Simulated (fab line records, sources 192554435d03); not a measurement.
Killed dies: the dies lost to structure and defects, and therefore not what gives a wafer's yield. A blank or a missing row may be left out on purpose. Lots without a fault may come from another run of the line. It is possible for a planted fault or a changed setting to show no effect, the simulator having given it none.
3 desks looking at one fault / flow n5-finfet / every desk sees just its own numbers, and what lay behind them comes last

## FOR THE TOOL OWNER'S DESK: rie-diel-02
The tool's own readings at N5_BEOL_M14_TRENCH_ETCH_34 (etches SiO2 in C4F8/O2/Ar, target depth 556.65 nm, time 126.9 s): means of the sampled wafers that have a number, for each lot that ran on this tool. Marked OUT: a lot whose mean sits more than 4 standard deviations from the usual mean, which makes it out of limits; the brackets give that distance.
Columns: A = bias-w at N5_BEOL_M14_TRENCH_ETCH_34, usual 2040 W; B = drypump-motor-current-A at N5_BEOL_M14_TRENCH_ETCH_34, usual 5.9 A; C = oes-product-au at N5_BEOL_M14_TRENCH_ETCH_34, usual 0.81 a.u.; D = rf-vpp-V at N5_BEOL_M14_TRENCH_ETCH_34, usual 2223 V; E = showerhead-plenum-p-Torr at N5_BEOL_M14_TRENCH_ETCH_34, usual 3.38 Torr; F = throttle-valve-pct at N5_BEOL_M14_TRENCH_ETCH_34, usual 30.84 %
lot=L175; first seen here=day 11 17:02; A=2048; B=6.2; C=0.79; D=2259; E=3.24; F=30.93
lot=L180; first seen here=day 13 00:01; A=2039; B=6.1; C=0.80; D=2245; E=3.28; F=30.93
lot=L190; first seen here=day 15 10:09; A=1916 (-20) OUT; B=6.2; C=0.74; D=2161; E=3.22; F=30.96
Finding of this desk: L190 out of limits; the first was L190 at day 15 10:09, on bias-w at N5_BEOL_M14_TRENCH_ETCH_34. L175, L180: within limits.

## THE DEFECT DESK
For each lot, the counts of the inspections along the route, averaged over the sampled wafers that have a number. Marked OUT: a lot whose mean sits more than 4 standard deviations from the usual mean, which makes it out of limits; the brackets give that distance.
Columns: A = raw-defect-count at N5_BEOL_M14_INSPECT_30, usual 2.0
lot=L175; first seen here=day 11 16:32; A=2.0
lot=L177; first seen here=day 12 14:34; A=1.3
lot=L180; first seen here=day 12 23:31; A=1.0
lot=L182; first seen here=day 13 23:14; A=2.7
lot=L184; first seen here=day 14 10:49; A=2.7
lot=L190; first seen here=day 15 09:28; A=1.3
lot=L192; first seen here=day 16 06:10; A=0.7
lot=L193; first seen here=day 16 11:43; A=2.0
lot=L196; first seen here=day 17 02:19; A=3.0
lot=L195; first seen here=day 17 02:53; A=1.7
This desk's finding: nothing out of limits on any of the 10 lots.

## THE METROLOGY DESK
What the gauges read for every lot (on any tool): the sampled wafers with a number, averaged. Marked OUT: a lot whose mean sits more than 4 standard deviations from the usual mean, which makes it out of limits; the brackets give that distance.
Columns: A = cd-nm at N5_BEOL_M14_CD_MEAS_28, usual 284.5 nm
lot=L175; first seen here=day 11 16:29; A=286.6
lot=L177; first seen here=day 12 14:30; A=284.5
lot=L180; first seen here=day 12 23:27; A=285.5
lot=L182; first seen here=day 13 23:11; A=283.0
lot=L184; first seen here=day 14 10:46; A=285.3
lot=L190; first seen here=day 15 09:24; A=285.1
lot=L192; first seen here=day 16 06:07; A=282.7
lot=L193; first seen here=day 16 11:40; A=284.1
lot=L196; first seen here=day 17 02:16; A=283.5
lot=L195; first seen here=day 17 02:50; A=284.4
This desk's finding: nothing out of limits on any of the 10 lots.

## BROUGHT TOGETHER
On L190, at day 15 10:09, an alarm was possible from the tool owner's desk.
The defect desk saw nothing out of limits.
At the metrology desk, nothing out of limits was observed.
The defect desk has L190 on record, within its limits.
The metrology desk holds a record of L190, inside its limits.
On rie-diel-02, each named lot ran N5_BEOL_M14_TRENCH_ETCH_34.

## WHAT THE SIMULATOR HAD INSERTED
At N5_BEOL_M14_TRENCH_ETCH_34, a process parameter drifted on rie-diel-02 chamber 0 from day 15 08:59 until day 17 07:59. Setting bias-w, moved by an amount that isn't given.
Lots struck among those shown: L190.
Hours from the fault's start to each desk's first reading out of limits: the tool owner's desk, 1.
